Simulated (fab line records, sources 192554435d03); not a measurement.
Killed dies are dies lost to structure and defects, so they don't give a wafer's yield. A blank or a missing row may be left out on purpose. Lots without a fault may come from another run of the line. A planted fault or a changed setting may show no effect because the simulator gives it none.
Split-lot experiment | flow n5_finfet | 7 lots, 39 wafers read, on a route of 1938 steps

THE SPLIT
At N5_PMOS_HMC_CHANNEL_EPI_DESCUM_14 (chemistry O2, time 7.9 s), the setting time_s was moved away from the recipe's 7.9 s on 15 of the 39 wafers read, by -34.7% to +50.4%. The other wafers ran this setting at the recipe's value.

The reading is taken at the split's own step.

THE READING
CAR-ArF-block_of_PMOS_HMC_CHANNEL_EPI_COAT_03.thk_nm (the simulator's own value, which no gauge read), in nm, at N5_PMOS_HMC_CHANNEL_EPI_DESCUM_14 (chemistry O2, time 7.9 s). The file gives no usual value for it. The 24 wafers here that ran the recipe average 198.5 nm, standard deviation 0.61 nm.

wafer  | tool, chamber at the split | time_s as run, s | against the recipe | CAR-ArF-block_of_PMOS_HMC_CHANNEL_EPI_COAT_03.thk_nm, nm | against lot-mates on the recipe
L074.1 | rie_diel-03, 2             | 7.9              | recipe             | 197.6                                                    | -
L074.2 | rie_diel-03, 0             | 7.9              | recipe             | 197.5                                                    | -
L074.3 | rie_diel-03, 1             | 6.504            | -17.7%             | 198.7                                                    | +1.3
L074.4 | rie_diel-03, 3             | 7.9              | recipe             | 197.1                                                    | -
L074.5 | rie_diel-03, 1             | 6.504            | -17.7%             | 198.4                                                    | +1.0
L074.6 | rie_diel-03, 2             | 6.504            | -17.7%             | 198.2                                                    | +0.8
L082.1 | rie_diel-01, 1             | 7.9              | recipe             | 198.6                                                    | -
L082.2 | rie_diel-01, 0             | 7.9              | recipe             | 198.2                                                    | -
L082.4 | rie_diel-01, 1             | 7.9              | recipe             | 198.5                                                    | -
L085.1 | rie_diel-06, 0,2           | 5.161            | -34.7%             | 200.4                                                    | +1.5
L085.4 | rie_diel-06, 0,2           | 5.161            | -34.7%             | 200.4                                                    | +1.5
L085.2 | rie_diel-06, 2             | 7.9              | recipe             | 199.6                                                    | -
L085.3 | rie_diel-06, 3             | 7.9              | recipe             | 197.9                                                    | -
L085.5 | rie_diel-06, 3             | 5.161            | -34.7%             | 200.6                                                    | +1.7
L085.6 | rie_diel-06, 0             | 7.9              | recipe             | 199.2                                                    | -
L086.1 | rie_diel-06, 3,0           | 7.9              | recipe             | 198.5                                                    | -
L086.6 | rie_diel-06, 3,0           | 7.9              | recipe             | 198.5                                                    | -
L086.2 | rie_diel-06, 0             | 7.9              | recipe             | 198.7                                                    | -
L086.3 | rie_diel-06, 2             | 7.9              | recipe             | 199.2                                                    | -
L086.4 | rie_diel-06, 3             | 7.9              | recipe             | 197.9                                                    | -
L086.5 | rie_diel-06, 2             | 7.9              | recipe             | 198                                                      | -
L087.1 | rie_diel-06, 2             | 7.9              | recipe             | 198.6                                                    | -
L087.2 | rie_diel-06, 0             | 10.45            | +32.3%             | 196.8                                                    | -1.8
L087.3 | rie_diel-06, 3             | 10.45            | +32.3%             | 197.8                                                    | -0.8
L087.4 | rie_diel-06, 2             | 10.45            | +32.3%             | 196.7                                                    | -1.9
L087.5 | rie_diel-06, 3             | 7.9              | recipe             | 198.7                                                    | -
L087.6 | rie_diel-06, 0             | 7.9              | recipe             | 198.5                                                    | -
L093.1 | rie_diel-03, 2             | 7.9              | recipe             | 199.5                                                    | -
L093.2 | rie_diel-03, 1             | 7.9              | recipe             | 198.9                                                    | -
L093.3 | rie_diel-03, 0             | 5.32             | -32.7%             | 201.2                                                    | +2.0
L093.4 | rie_diel-03, 3             | 7.9              | recipe             | 199.3                                                    | -
L093.5 | rie_diel-03, 0             | 5.32             | -32.7%             | 200.5                                                    | +1.3
L093.6 | rie_diel-03, 3             | 5.32             | -32.7%             | 201.5                                                    | +2.3
L096.1 | rie_diel-03, 1             | 7.9              | recipe             | 198.5                                                    | -
L096.2 | rie_diel-03, 3             | 11.88            | +50.4%             | 197                                                      | -1.6
L096.3 | rie_diel-03, 0             | 11.88            | +50.4%             | 196.4                                                    | -2.2
L096.4 | rie_diel-03, 2             | 11.88            | +50.4%             | 196                                                      | -2.6
L096.5 | rie_diel-03, 2             | 7.9              | recipe             | 198.8                                                    | -
L096.6 | rie_diel-03, 1             | 7.9              | recipe             | 198.6                                                    | -
Where a row lists several chambers, the file gives one row for several wafers and doesn't say which wafer went through which chamber.

THE FIT
A straight line over all 39 wafers: CAR-ArF-block_of_PMOS_HMC_CHANNEL_EPI_COAT_03.thk_nm changes by -0.0484 nm for each +1% of time_s; r = -0.85; the points scatter about the line by 0.68 nm.
The same after taking each lot's own level away (the mean of its wafers on the recipe; 39 wafers): -0.0471 nm for each +1%; r = -0.94; scatter 0.39 nm.
On that fit, the largest move of time_s shifts the reading by 2.4 nm.
The lots' own levels span 197.40 to 199.23 nm, that is 3.0 times the standard deviation above.
So the lot-to-lot level changes the slope little: the two slopes agree.
Check: with one of the wafers moved furthest among these (+50.4%) left out of the fit, the line predicts -2.45 nm for it against its lot-mates. It came out at -1.63 nm against them.

THE FILE'S OWN FIT
CAR-ArF-block_of_PMOS_HMC_CHANNEL_EPI_COAT_03.thk_nm changes by -0.0467 nm for each +1% of time_s, r = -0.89.
